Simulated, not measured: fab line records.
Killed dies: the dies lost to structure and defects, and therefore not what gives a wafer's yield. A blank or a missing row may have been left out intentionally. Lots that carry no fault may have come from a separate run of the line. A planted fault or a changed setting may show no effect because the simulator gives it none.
Chamber matching	flow n5 finfet	N5_BEOL_M13_ETCH_38 on rie diel-02: 4 sister chambers
The step etches SiCN in CF4/N2, target depth 67.5 nm, time 71.9 s. 18 wafers are shown with their chamber, then 9 later ones without.

## WAFERS PAIRED WITH THEIR CHAMBERS
wafer	chamber	drypump motor current A (A)	showerhead plenum p Torr (Torr)	oes product au (a.u.)
L074.1	2	5.9	2.10	0.72
L074.2	1	5.5	2.31	0.80
L074.3	3	6.3	2.21	0.74
L076.1	2	5.8	2.10	0.72
L076.2	0	5.5	2.25	0.91
L076.6	0	5.5	2.25	0.91
L086.3	0	5.5	2.25	0.88
L086.4	1	5.5	2.30	0.77
L086.5	0	5.5	2.25	0.88
L087.1	2	5.9	2.09	0.70
L087.2	3	6.3	2.20	0.72
L087.3	1	5.5	2.30	0.77
L088.1	1	5.5	2.30	0.77
L088.2	2	5.9	2.09	0.70
L088.6	3	6.3	2.20	0.71
L089.1	3	6.3	2.20	0.72
L089.4	0	5.5	2.25	0.86
L089.6	3	6.3	2.20	0.72

SIGNATURES (averages over the wafers above)
reading	chamber 0	chamber 1	chamber 2	chamber 3	scatter within a chamber
drypump motor current A	5.500	5.500	5.875	6.300	0.0231
showerhead plenum p Torr	2.2500	2.3025	2.0950	2.2020	0.00427
oes product au	0.8880	0.7775	0.7100	0.7220	0.0157
Rule: a wafer lies at a distance from a chamber equal to the root of the sum of squares, over the readings, of (its reading less the chamber's mean, divided by the reading's scatter). If the next closest chamber is less than 2 further off than the closest, the wafer can't be placed; otherwise it belongs to the closest. The scatter: take each reading less its chamber's mean, square it, sum over the shown wafers, divide by the number of wafers less the number of chambers, and take the root.

## WAFERS MISSING THEIR CHAMBER
wafer	drypump motor current A (A)	showerhead plenum p Torr (Torr)	oes product au (a.u.)
L091.2	5.4	2.30	0.76
L091.4	6.3	2.20	0.71
L091.5	5.5	2.30	0.77
L093.1	6.3	2.20	0.71
L093.5	5.5	2.24	0.86
L093.6	6.3	2.20	0.71
L094.1	5.5	2.24	0.85
L094.3	6.3	2.20	0.71
L094.4	5.9	2.08	0.69

## THE CHAMBER EACH PASSED THROUGH
wafer	from the rows above	in truth
L091.2	1	1
L091.4	3	3
L091.5	1	1
L093.1	3	3
L093.5	0	0
L093.6	3	3
L094.1	0	0
L094.3	3	3
L094.4	2	2
Correct placement for 9 of the 9. From these rows, 0 cannot be placed. Number placed wrongly: 0.
